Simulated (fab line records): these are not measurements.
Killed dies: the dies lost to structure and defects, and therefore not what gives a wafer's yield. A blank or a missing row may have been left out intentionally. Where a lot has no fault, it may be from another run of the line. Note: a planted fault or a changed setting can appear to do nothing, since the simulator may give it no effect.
Chamber matching :: flow n5-finfet :: N5_GATE_CUT_DESCUM_18 on rie-diel-01 has 4 sister chambers
The step chemistry O2, time 7 s. 4 wafers are shown with their chamber, then 8 later ones without.

== WAFERS, EACH WITH ITS CHAMBER ==
wafer: L078.6
chamber: 2
showerhead-plenum-p-Torr (Torr): 2.03

wafer: L087.4
chamber: 1
showerhead-plenum-p-Torr (Torr): 2.03

wafer: L087.5
chamber: 0
showerhead-plenum-p-Torr (Torr): 2.06

wafer: L092.4
chamber: 3
showerhead-plenum-p-Torr (Torr): 2.17

== WAFERS MISSING THEIR CHAMBER ==
wafer: L092.5
showerhead-plenum-p-Torr (Torr): 2.06

wafer: L092.6
showerhead-plenum-p-Torr (Torr): 2.02

wafer: L094.1
showerhead-plenum-p-Torr (Torr): 2.06

wafer: L094.4
showerhead-plenum-p-Torr (Torr): 2.03

wafer: L094.5
showerhead-plenum-p-Torr (Torr): 2.02

wafer: L096.3
showerhead-plenum-p-Torr (Torr): 2.03

wafer: L096.4
showerhead-plenum-p-Torr (Torr): 2.02

wafer: L096.6
showerhead-plenum-p-Torr (Torr): 2.06

== EACH ONE'S CHAMBER ==
wafer: L092.5
from the rows above: 0
in truth: 0

wafer: L092.6
from the rows above: can't be placed: 1 or 2
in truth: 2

wafer: L094.1
from the rows above: 0
in truth: 0

wafer: L094.4
from the rows above: can't be placed: 1 or 2
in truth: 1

wafer: L094.5
from the rows above: can't be placed: 1 or 2
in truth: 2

wafer: L096.3
from the rows above: can't be placed: 1 or 2
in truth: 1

wafer: L096.4
from the rows above: can't be placed: 1 or 2
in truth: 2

wafer: L096.6
from the rows above: 0
in truth: 0
Correctly placed: 3 of 8. These rows do not allow placing 5 (true chamber among the candidates in 5). Placed wrongly: 0.
How it was worked out, from the rows above alone: a wafer's distance from a chamber is the root of the sum, over the readings, of the square of ((its reading less the chamber's mean) divided by the reading's scatter). If the next closest chamber is less than 2 further off than the closest, the wafer can't be placed; otherwise it belongs to the closest. The mean given for a chamber averages the wafers shown for that chamber. The scatter: root of mean squared gap, hidden wafer to nearest shown wafer, with one shown wafer a chamber.
